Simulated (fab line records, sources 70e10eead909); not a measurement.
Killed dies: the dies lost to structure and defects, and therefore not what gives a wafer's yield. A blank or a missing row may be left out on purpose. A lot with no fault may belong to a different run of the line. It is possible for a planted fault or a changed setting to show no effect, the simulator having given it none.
fab line records    flow nand-harc
record: lots: 6  wafers: 18  last-day: 31
route steps=1302 shown P_M0@283 P_M1@285
lots with no fault: from the same line, run without faults
start-h: the number of hours between the record's first day and the start of the first shown wafer of the lot    wait-h: how many hours have passed since the lot's step before this one    " as in the row above    L1.1+2: a row that stands for several wafers    - no value, or no start given    * or withheld: withheld    < > ~ a bound
route shown NAME@n: names a module that has steps shown in the file, with the first one's number in the route    usual: mean/standard deviation taken from wafers without a fault    same: alike in all rows    chamber/n: place in a boat    sites: each site's reading    _std_site: standard deviation across them    _edge_site: mean of outer sites minus mean of inner sites    radius-mm: for every site, how far away it sits from the centre of the wafer    mask NAME#n: copy n    behind: the last tool/chamber to shape the wafer    hold: reason for holding the lot/hours on hold/outcome of the hold    device: the n, p or np transistor that did not switch    end of line: the tests these same wafers got at the end of their route    step lacking rows: just its recipe    killed: count of dies lost to structure and defects at first sort (not the wafer's yield)    map: a wafer's dies, x killed, . not, _ none there
set.NAME: the setting the step ran with; set.NAME@STEP: the setting that earlier step ran with    model.NAME: the simulator's own value behind a step, which no gauge read
a table for each step, a row for each wafer; lots at some steps of the route
services: a tool's chamber out of use, with start hour (start-h, from the record's first day; less than 0 if before it), hours out, and reason
== steps ==
step: NHARC_P_M0_PRE_CLEAN_31
recipe: time-s: 12  temp-c: 370  rf-power-w: 300  gas: NH3
usual: heater-power-w: 689/80
lot.wafer  tool      chamber  start-h  wait-h  heater-power-w
L602.3     pecvd-02  2        153.16   0.1     611
L602.4     "         0        "        "       610
L602.5     "         1        "        "       777
L603.3     pecvd-01  2        167.02   0.1     516
L603.1     "         0        "        "       739
L603.6     "         2        "        "       507
L608.2     pecvd-02  0        212.80   0.1     686
L608.3     "         1        "        "       776
L608.6     "         0        "        "       691
L609.1     pecvd-02  2        224.16   0.1     573
L609.2     "         0        "        "       662
L609.5     "         1        "        "       792
L614.1     pecvd-02  2        279.85   0.1     660
L614.2     "         0        "        "       607
L614.3     "         1        "        "       758
L617.1     pecvd-01  2        303.07   0.1     607
L617.2     "         0        "        "       758
L617.4     "         1        "        "       783
step: NHARC_P_M0_DEP_32
recipe: target-thk-a: 300  temp-c: 370  target-thk-nm: 30  pressure-torr: 3  flow-sccm: 200  rf-w: 450  material: SiCN
usual: heater-power-w: 632/81
lot.wafer  tool      chamber  start-h  wait-h  heater-power-w
L602.3     pecvd-02  2        153.24   0.1     537
L602.4     "         0        "        "       612
L602.5     "         1        "        "       737
L603.3     pecvd-01  2        167.13   0.1     542
L603.1     "         0        "        "       762
L603.6     "         2        "        "       549
L608.2     pecvd-02  0        212.90   0.1     528
L608.3     "         1        "        "       745
L608.6     "         0        "        "       540
L609.1     pecvd-02  2        224.27   0.1     532
L609.2     "         0        "        "       517
L609.5     "         1        "        "       728
L614.1     pecvd-02  2        279.93   0.1     545
L614.2     "         0        "        "       532
L614.3     "         1        "        "       711
L617.1     pecvd-01  2        303.17   0.1     503
L617.2     "         0        "        "       757
L617.4     "         1        "        "       606
step: NHARC_P_M1_DEP_00
recipe: target-thk-a: 1825  target-thk-nm: 182.5  temp-c: withheld  pressure-torr: 5  flow-sccm: 200  rf-w: 600  material: SiOC
step: NHARC_P_M1_DEHYDRATE_01
recipe: temp-c: 150  time-s: 120
step: NHARC_P_M1_HMDS_02
recipe: time-s: 30
step: NHARC_P_M1_COAT_34
recipe: temp-c: 200  time-s: 65
step: NHARC_P_M1_COAT_03
recipe: spin-rpm: 1500  resist-thk-nm: 90
step: NHARC_P_M1_SOFTBAKE_04
recipe: temp-c: 105  time-s: 55
step: NHARC_P_M1_EBR_05
step: NHARC_P_M1_EXPOSE_06
recipe: na: 1.35  target-cd-nm: 130  dose-mj: 81.88  mask-id: P_M1
step: NHARC_P_M1_PEB_07
recipe: peb-temp-c: 100  peb-time-s: 65
usual: chill-plate-temp-C: 22.99/0.1  exhaust-pa: 44.9/0.91  plate-temp-C: 99.98/0.12
lot.wafer  tool            chamber  start-h  wait-h  chill-plate-temp-C  exhaust-pa  plate-temp-C
L602.3     litho-track-04  0        154.54   0.0     23.10               44.1        100.10
L602.4     "               0        "        "       23.05               44.7        99.89
L602.5     "               0        "        "       23.11               44.6        99.92
L603.1     litho-track-04  0        168.24   0.1     22.96               45.5        100.00
L603.3     "               0        "        "       22.86               44.5        100.10
L603.6     "               0        "        "       23.02               44.5        100.16
L608.2     litho-track-06  -        214.00   0.1     -                   -           -
L608.3     "               -        "        "       -                   -           -
L608.6     "               -        "        "       -                   -           -
L609.1     litho-track-04  -        225.37   0.1     -                   -           -
L609.2     "               -        "        "       -                   -           -
L609.5     "               -        "        "       -                   -           -
L614.1     litho-track-01  0        281.10   0.1     22.85               45.7        99.90
L614.2     "               0        "        "       22.98               43.8        100.11
L614.3     "               0        "        "       23.07               45.1        99.91
L617.1     litho-track-01  0        304.17   0.1     22.90               44.9        99.93
L617.2     "               0        "        "       23.00               43.2        99.99
L617.4     "               0        "        "       23.05               43.7        99.96
step: NHARC_P_M1_DEVELOP_08
recipe: develop-time-s: 35  dev-temp-c: 23
== services ==
tool            chamber  start-h  hours  kind
pecvd-01        -        130.00   13.0   pm
pecvd-01        0        130.00   13.0   vent-cycle
pecvd-01        1        130.00   13.0   vent-cycle
pecvd-01        2        130.00   13.0   vent-cycle
pecvd-01        0        143.00   -      clean
pecvd-01        1        143.00   -      clean
pecvd-01        2        143.00   -      clean
pecvd-01        2        152.72   11.4   repair
litho-track-01  -        155.00   7.0    pm
litho-track-06  -        179.00   7.0    pm
pecvd-02        0        196.15   9.2    repair
litho-track-04  -        203.00   7.0    pm
pecvd-01        1        221.88   6.7    repair
pecvd-01        0        223.27   23.1   repair
pecvd-02        -        227.08   13.0   pm
pecvd-02        0        227.08   13.0   vent-cycle
pecvd-02        1        227.08   13.0   vent-cycle
pecvd-02        2        227.08   13.0   vent-cycle
pecvd-01        2        229.12   8.4    repair
pecvd-02        0        240.08   -      clean
pecvd-02        1        240.08   -      clean
pecvd-02        2        240.08   -      clean
== key ==
first-sign: step: NHARC_P_M1_PEB_07  reading: tool-record  direction: missing
effect none on later readings
met-at NHARC_P_M1_PEB_07
struck-wafers L608.2,L608.3,L608.6,L609.1,L609.2,L609.5
later-rows-left-out L608.2,L608.3,L608.6,L609.1,L609.2,L609.5
sort-left-out L608.2,L608.3,L608.6,L609.1,L609.2,L609.5
tester-left-out L608
onset-between 168.24 214.00
earlier-fault: kind: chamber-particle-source  tool: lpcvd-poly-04  chamber: 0  onset-h: 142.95  steps: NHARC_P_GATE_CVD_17  rate-per-visit-cm2: 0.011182  end-h: 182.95
fault: kind: skipped-step-whole  tool: litho-track-04,litho-track-06  chamber: -  onset-h: 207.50  steps: NHARC_P_M1_PEB_07  scope: struck-lots-only
tester-left-out: of these lots the tester's yield and bins aren't shown, on N5 and GAA mostly nor the transistor test; their killed dies are dies lost to structure and defects alone, not to doping, threshold or leakage, so they don't give the yield
sort-left-out: the simulated sort isn't trusted on such a fault, so these wafers' sort isn't shown, and their yield isn't known
later-rows-left-out: the simulator's readings of these wafers behind a module that went badly wrong aren't trusted and aren't shown, but for the sort
